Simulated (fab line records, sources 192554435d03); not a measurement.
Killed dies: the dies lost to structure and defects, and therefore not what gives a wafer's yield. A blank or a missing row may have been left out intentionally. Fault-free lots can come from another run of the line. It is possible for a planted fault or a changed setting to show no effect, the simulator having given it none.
One fault through the eyes of 2 desks	flow n5 finfet	only its own numbers are on each desk; what lay behind them is given at the end

## METROLOGY DESK
What the gauges read for every lot (on any tool): the sampled wafers with a number, averaged. A lot is out of limits, marked OUT, if its mean lies more than 4 standard deviations from the usual mean; the brackets give that distance.
Columns: A = trench depth nm at N5_BEOL_M9_OCD_MEAS_38, usual 151.8 nm
lot	first seen here	A
L521	day 9 23:43	155.2
L524	day 10 17:07	150.9
L525	day 10 20:15	157.1
L526	day 11 05:29	155.3
L531	day 12 13:13	151.0
L535	day 13 08:07	149.8
L536	day 13 20:49	148.3
L539	day 14 20:20	153.2
L541	day 14 20:32	151.9
L543	day 15 17:28	150.9
L544	day 15 17:53	150.6
This desk found nothing out of limits on any of the 11 lots.

## FOR THE TOOL OWNER'S DESK: ald metal-02
The tool's own readings at N5_BEOL_M9_ALD_74 (deposits TaN, target thk 2 nm, pulse time 2 s, purge time 3 s): means of the sampled wafers that have a number, for each lot that ran on this tool. A lot is out of limits, marked OUT, if its mean lies more than 4 standard deviations from the usual mean; the brackets give that distance.
Columns: A = heater power w at N5_BEOL_M9_ALD_74, usual 421 W
lot	first seen here	A
L521	day 10 00:35	427
L525	day 10 21:08	444
L526	day 11 06:09	419
L531	day 12 14:09	480
L535	day 13 09:14	431
L543	day 15 18:22	423
This desk found nothing out of limits on any of the 6 lots.

## ALL TOGETHER
The metrology desk saw nothing out of limits.
The desk of the tool owner found nothing out of limits.

## WHAT THE SIMULATOR HAD INSERTED
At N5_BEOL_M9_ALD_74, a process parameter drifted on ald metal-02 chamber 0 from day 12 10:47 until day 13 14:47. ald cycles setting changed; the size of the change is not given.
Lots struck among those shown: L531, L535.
